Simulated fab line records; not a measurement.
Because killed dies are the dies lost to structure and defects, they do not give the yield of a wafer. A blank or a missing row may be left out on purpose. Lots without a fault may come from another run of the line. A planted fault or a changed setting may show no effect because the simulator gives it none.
fab line records -- flow nandHarc
[record] lots = 13, wafers = 39, lastDay = 33
route steps=1302 shown P_GATE@170
lots that met no fault: taken from a fault-free run of the same line
startH: start of the lot's first displayed wafer, in hours after the record's first day -- waitH: time in hours since the lot's previous step -- " the same as in the row above -- L1.1+2: a single row standing in for several wafers -- - either no value or no given start -- * or withheld: withheld -- < > ~ a bound
route shown NAME@n: a module of which the file shows steps, and the number in the route of the first -- usual: mean/standard deviation taken from wafers without a fault -- same: alike in all rows -- chamber/n: place in a boat -- sites: the reading at each site -- _std_site: the values' standard deviation -- _edge_site: outer sites' mean less inner sites' -- radiusMm: for every site, how far away it sits from the centre of the wafer -- mask NAME#n: copy n -- behind: the tool/chamber that last shaped the wafer -- hold: the reason the lot was held/the length of the hold in hours/how it ended -- device: transistor that didn't switch, given as n, p or np -- end of line: tests of these same wafers at the route's end -- for a step that has no rows: nothing shown but its recipe -- killed: the dies lost at the first sort to structure and to defects; this is not the yield of the wafer -- map: the dies of a wafer, with x for killed, . for not killed, _ for no die there
set.NAME: the run value of the setting; set.NAME@STEP: its run value at that earlier step -- model.NAME: the simulator's own value behind a step, which no gauge read
a sample of lots followed through the steps of the route, with each step as a table and each wafer as a row
services: a tool's chamber out of use, with start hour (startH, from the record's first day; less than 0 if before it), hours out, and reason
[[steps]]
[step NHARC_P_GATE_CD_MEAS_46]
[recipe] targetCdNm = 720, landingEnergyEv = 500
[usual] cdNm = 721.1/2.3
lot.wafer,tool,chamber,startH,waitH,cdNm
L933.1,cdSem-01,0,103.02,-,720.4
L933.3,cdSem-01,0,103.02,-,721.4
L933.5,cdSem-01,0,103.02,-,719.3
L934.2,cdSem-01,0,124.57,-,721.1
L934.3,cdSem-01,0,124.57,-,720.3
L934.4,cdSem-01,0,124.57,-,719.2
L935.1,cdSem-03,0,132.49,-,720.1
L935.3,cdSem-03,0,132.49,-,719.8
L935.4,cdSem-03,0,132.49,-,725.7
L936.1,cdSem-01,0,139.82,-,718.7
L936.2,cdSem-01,0,139.82,-,722.8
L936.6,cdSem-01,0,139.82,-,720.3
L937.2,cdSem-01,0,148.73,-,721.0
L937.4,cdSem-01,0,148.73,-,723.8
L937.6,cdSem-01,0,148.73,-,720.8
L938.3,cdSem-02,0,162.55,-,716.6
L938.5,cdSem-02,0,162.55,-,718.9
L938.6,cdSem-02,0,162.55,-,717.8
L939.1,cdSem-02,0,165.31,-,719.9
L939.4,cdSem-02,0,165.31,-,716.9
L939.5,cdSem-02,0,165.31,-,718.9
L942.1,cdSem-03,0,201.31,-,721.1
L942.3,cdSem-03,0,201.31,-,721.9
L942.5,cdSem-03,0,201.31,-,723.3
L943.1,cdSem-01,0,211.82,-,719.8
L943.3,cdSem-01,0,211.82,-,722.1
L943.5,cdSem-01,0,211.82,-,720.5
L944.2,cdSem-03,0,220.53,-,719.2
L944.3,cdSem-03,0,220.53,-,723.8
L944.6,cdSem-03,0,220.53,-,722.2
L946.1,cdSem-02,0,238.88,-,723.0
L946.2,cdSem-02,0,238.88,-,719.1
L946.6,cdSem-02,0,238.88,-,723.6
L953.1,cdSem-02,0,304.36,-,720.7
L953.4,cdSem-02,0,304.36,-,722.9
L953.5,cdSem-02,0,304.36,-,724.1
L956.1,cdSem-01,0,342.26,-,721.4
L956.3,cdSem-01,0,342.26,-,721.8
L956.4,cdSem-01,0,342.26,-,719.9
[step NHARC_P_GATE_EXPOSE_88]
[recipe] na = 0.6, targetCdNm = 2000, doseMj = 11.87, maskId = P_HVN
lot.wafer,tool,chamber,startH,waitH,mask
L933.1+3+5,krfScanner-01,0,106.27,-,P_HVN#0
L934.2+3+4,krfScanner-03,0,127.89,-,P_HVN#0
L935.1+3+4,krfScanner-02,0,136.23,-,P_HVN#0
L936.1+2+6,krfScanner-03,0,143.17,-,P_HVN#0
L937.2+4+6,krfScanner-02,0,155.47,-,P_HVN#0
L938.3+5+6,krfScanner-02,0,165.66,-,P_HVN#0
L939.1+4+5,krfScanner-01,0,168.71,-,P_HVN#0
L942.1+3+5,krfScanner-01,0,204.70,-,P_HVN#0
L943.1+3+5,krfScanner-01,0,214.99,-,P_HVN#0
L944.2+3+6,krfScanner-03,0,223.82,-,P_HVN#0
L946.1+2+6,krfScanner-02,0,242.19,-,P_HVN_R1#0
L953.1+4+5,krfScanner-03,0,307.68,-,P_HVN#0
L956.1+3+4,krfScanner-02,0,346.63,-,P_HVN#0
[step NHARC_P_GATE_STRIP_95]
[recipe] powerW = 1500, tempC = 250, chemistry = O2
[usual] drypumpMotorCurrentA = 6.0/0.39, heaterPowerW = 315/24
lot.wafer,tool,chamber,startH,waitH,drypumpMotorCurrentA,heaterPowerW,rfHoursCounterH
L933.1,plasmaAsher-01,0,107.72,0.5,6.2,338,23
L933.3,plasmaAsher-01,1,107.72,0.5,5.7,314,-
L933.5,plasmaAsher-01,0,107.72,0.5,6.2,335,-
L934.2,plasmaAsher-02,0,129.32,0.5,6.4,317,8
L934.3,plasmaAsher-02,1,129.32,0.5,5.5,278,-
L934.4,plasmaAsher-02,0,129.32,0.5,6.4,318,-
L935.1,plasmaAsher-02,1,137.63,0.6,5.5,284,10
L935.3,plasmaAsher-02,1,137.63,0.6,5.5,280,-
L935.4,plasmaAsher-02,0,137.63,0.6,6.4,329,-
L936.1,plasmaAsher-02,1,144.58,0.6,5.5,277,12
L936.2,plasmaAsher-02,0,144.58,0.6,6.4,323,12
L936.6,plasmaAsher-02,0,144.58,0.6,6.4,317,-
L937.2,plasmaAsher-01,0,156.85,0.5,6.2,339,32
L937.4,plasmaAsher-01,0,156.85,0.5,6.2,337,-
L937.6,plasmaAsher-01,1,156.85,0.5,5.7,326,-
L938.3,plasmaAsher-02,1,167.29,0.3,5.5,279,-
L938.5,plasmaAsher-02,0,167.29,0.3,6.5,325,-
L938.6,plasmaAsher-02,1,167.29,0.3,5.5,271,-
L939.1,plasmaAsher-02,1,170.10,0.6,5.6,282,18
L939.4,plasmaAsher-02,0,170.10,0.6,6.4,332,-
L939.5,plasmaAsher-02,1,170.10,0.6,5.5,275,-
L942.1,plasmaAsher-02,1,206.11,0.5,5.5,279,26
L942.3,plasmaAsher-02,0,206.11,0.5,6.4,322,-
L942.5,plasmaAsher-02,1,206.11,0.5,5.5,272,-
L943.1,plasmaAsher-02,0,216.41,0.5,6.5,325,28
L943.3,plasmaAsher-02,1,216.41,0.5,5.5,283,-
L943.5,plasmaAsher-02,1,216.41,0.5,5.5,280,-
L944.2,plasmaAsher-01,1,225.23,0.6,5.7,329,11
L944.3,plasmaAsher-01,0,225.23,0.6,6.2,324,-
L944.6,plasmaAsher-01,0,225.23,0.6,6.2,338,-
L946.1,plasmaAsher-02,0,243.58,0.6,6.4,323,33
L946.2,plasmaAsher-02,1,243.58,0.6,5.5,281,33
L946.6,plasmaAsher-02,1,243.58,0.6,5.5,275,-
L953.1,plasmaAsher-02,1,309.07,0.6,5.5,279,12
L953.4,plasmaAsher-02,1,309.07,0.6,5.5,274,-
L953.5,plasmaAsher-02,0,309.07,0.6,6.5,333,-
L956.1,plasmaAsher-02,0,348.03,0.5,6.4,330,19
L956.3,plasmaAsher-02,1,348.03,0.5,5.5,283,-
L956.4,plasmaAsher-02,0,348.03,0.5,6.4,325,-
[step NHARC_P_GATE_RTA_82]
[recipe] tempC = 450, timeS = 30
[usual] lampPowerPct = 4.17/0.21, lamp_zone_2_pct = 4.17/0.21, wafer_temp_C_max = 452.8/0.95
lot.wafer,tool,chamber,startH,waitH,lampPowerPct,lamp_zone_2_pct,wafer_temp_C_max
L933.1,rtpAnneal-02,0,109.34,-,4.36,4.36,452.1
L933.3,rtpAnneal-02,0,109.34,-,4.35,4.36,452.4
L933.5,rtpAnneal-02,0,109.34,-,4.36,4.35,452.3
L934.2,rtpAnneal-02,0,130.96,-,4.36,4.36,452.3
L934.3,rtpAnneal-02,0,130.96,-,4.36,4.36,452.2
L934.4,rtpAnneal-02,0,130.96,-,4.36,4.36,452.2
L935.1,rtpAnneal-01,0,139.33,-,3.94,3.95,453.4
L935.3,rtpAnneal-01,0,139.33,-,3.94,3.94,453.3
L935.4,rtpAnneal-01,0,139.33,-,3.94,3.94,453.7
L936.1,rtpAnneal-02,0,146.22,-,4.35,4.36,451.6
L936.2,rtpAnneal-02,0,146.22,-,4.36,4.36,452.1
L936.6,rtpAnneal-02,0,146.22,-,4.35,4.37,452.4
L937.2,rtpAnneal-02,0,158.48,-,4.36,4.36,452.1
L937.4,rtpAnneal-02,0,158.48,-,4.36,4.36,452.4
L937.6,rtpAnneal-02,0,158.48,-,4.36,4.36,452.1
L938.3,rtpAnneal-01,0,168.94,-,3.95,3.94,454.2
L938.5,rtpAnneal-01,0,168.94,-,3.94,3.95,452.8
L938.6,rtpAnneal-01,0,168.94,-,3.94,3.94,453.5
L939.1,rtpAnneal-01,0,171.73,-,3.94,3.94,453.3
L939.4,rtpAnneal-01,0,171.73,-,3.94,3.95,453.2
L939.5,rtpAnneal-01,0,171.73,-,3.94,3.95,454.1
L942.1,rtpAnneal-02,0,207.72,-,4.36,4.35,452.0
L942.3,rtpAnneal-02,0,207.72,-,4.36,4.36,452.1
L942.5,rtpAnneal-02,0,207.72,-,4.36,4.36,451.4
L943.1,rtpAnneal-02,0,218.04,-,4.36,4.36,452.8
L943.3,rtpAnneal-02,0,218.04,-,4.36,4.36,452.7
L943.5,rtpAnneal-02,0,218.04,-,4.36,4.36,452.3
L944.2,rtpAnneal-02,0,226.88,-,4.36,4.36,452.8
L944.3,rtpAnneal-02,0,226.88,-,4.36,4.35,452.1
L944.6,rtpAnneal-02,0,226.88,-,4.36,4.36,451.7
L946.1,rtpAnneal-01,0,245.25,-,3.95,3.94,454.4
L946.2,rtpAnneal-01,0,245.25,-,3.94,3.94,455.5
L946.6,rtpAnneal-01,0,245.25,-,3.94,3.94,453.1
L953.1,rtpAnneal-01,0,310.80,-,3.94,3.95,453.5
L953.4,rtpAnneal-01,0,310.80,-,3.95,3.94,455.5
L953.5,rtpAnneal-01,0,310.80,-,3.94,3.95,453.4
L956.1,rtpAnneal-02,0,349.65,-,4.36,4.36,452.6
L956.3,rtpAnneal-02,0,349.65,-,4.35,4.36,452.8
L956.4,rtpAnneal-02,0,349.65,-,4.35,4.37,452.5
[[services]]
tool,chamber,startH,hours,kind
krfScanner-02,-,94.00,4.0,pm
krfScanner-03,-,119.39,0.9,repair
krfScanner-01,-,128.93,16.4,repair
krfScanner-03,0,159.87,-,calibration
krfScanner-01,0,161.08,-,calibration
plasmaAsher-01,-,171.37,0.7,repair
krfScanner-03,-,224.00,4.0,pm
krfScanner-02,0,248.88,-,calibration
plasmaAsher-02,-,249.19,9.0,pm
plasmaAsher-02,0,249.19,9.0,ventCycle
plasmaAsher-02,1,249.19,9.0,ventCycle
plasmaAsher-01,-,255.46,1.1,repair
krfScanner-02,-,257.24,0.4,repair
plasmaAsher-02,0,258.19,-,clean
plasmaAsher-02,1,258.19,-,clean
krfScanner-02,-,266.00,4.0,pm
krfScanner-02,-,283.32,0.4,repair
krfScanner-02,-,291.04,0.5,repair
krfScanner-01,-,317.31,4.0,pm
krfScanner-01,0,326.23,-,calibration
krfScanner-03,0,327.56,-,calibration
krfScanner-01,-,332.84,1.2,repair
plasmaAsher-01,-,342.08,9.0,pm
plasmaAsher-02,-,342.22,1.7,repair
[[key]]
[firstSign] step = NHARC_P_GATE_EXPOSE_88, reading = mask, direction = changed
effect none on later readings
metAt NHARC_P_GATE_EXPOSE_88
struckLots L946
testerLeftOut L946
notActingAt NHARC_P_GATE_CD_MEAS_46,NHARC_P_GATE_STRIP_95,NHARC_P_GATE_RTA_82
onsetBetween 165.66 242.19
[fault] kind = wrongMask, tool = any, chamber = -, onsetH = 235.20, steps = NHARC_P_GATE_EXPOSE_88, auxCopy = P_HVN_R1#0, cdOffsetNm = -6.0642, scope = struckLotsOnly
// testerLeftOut: of these lots the tester's yield and bins aren't shown, on N5 and GAA mostly nor the transistor test; their killed dies are dies lost to structure and defects alone, not to doping, threshold or leakage, so they don't give the yield
